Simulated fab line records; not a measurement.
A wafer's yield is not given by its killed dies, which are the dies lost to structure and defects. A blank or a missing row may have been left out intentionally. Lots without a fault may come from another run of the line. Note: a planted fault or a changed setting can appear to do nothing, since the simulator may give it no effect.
Matching of chambers + flow n5-finfet + N5_BEOL_M5_ETCH_75 on rie-diel-02: 4 sister chambers
The step etches underlayer in N2/H2, target depth 6.5 nm, time 5.2 s. 4 wafers are shown with their chamber, then 10 later ones without.

== WAFERS, EACH WITH ITS CHAMBER ==
| wafer  | chamber | drypump-motor-current-A (A) |
|--------|---------|-----------------------------|
| L089.4 | 1       | 6.6                         |
| L089.6 | 0       | 6.3                         |
| L090.1 | 2       | 6.1                         |
| L090.3 | 3       | 5.3                         |

== WAFERS WHOSE CHAMBER IS MISSING ==
| wafer  | drypump-motor-current-A (A) |
|--------|-----------------------------|
| L090.5 | 6.1                         |
| L091.2 | 6.3                         |
| L091.4 | 5.3                         |
| L091.6 | 6.6                         |
| L093.2 | 5.2                         |
| L093.3 | 6.1                         |
| L093.5 | 5.2                         |
| L096.2 | 6.1                         |
| L096.4 | 6.1                         |
| L096.6 | 5.3                         |

== THE CHAMBER EACH PASSED THROUGH ==
| wafer  | from the rows above | in truth |
|--------|---------------------|----------|
| L090.5 | 2                   | 2        |
| L091.2 | 0                   | 0        |
| L091.4 | 3                   | 3        |
| L091.6 | 1                   | 1        |
| L093.2 | 3                   | 3        |
| L093.3 | 2                   | 2        |
| L093.5 | 3                   | 3        |
| L096.2 | 2                   | 2        |
| L096.4 | 2                   | 2        |
| L096.6 | 3                   | 3        |
Correct placement for 10 of the 10. Can't be placed from these rows: 0. Number placed wrongly: 0.
How it was worked out, from the rows above alone: a wafer's distance from a chamber is the root of the sum, over the readings, of the square of ((its reading less the chamber's mean) divided by the reading's scatter). If the next closest chamber is less than 2 further off than the closest, the wafer can't be placed; otherwise it belongs to the closest. The mean given for a chamber averages the wafers shown for that chamber. The scatter (one wafer shown for each chamber): square how far every hidden wafer sits from the nearest shown wafer, average those squares and take the square root.
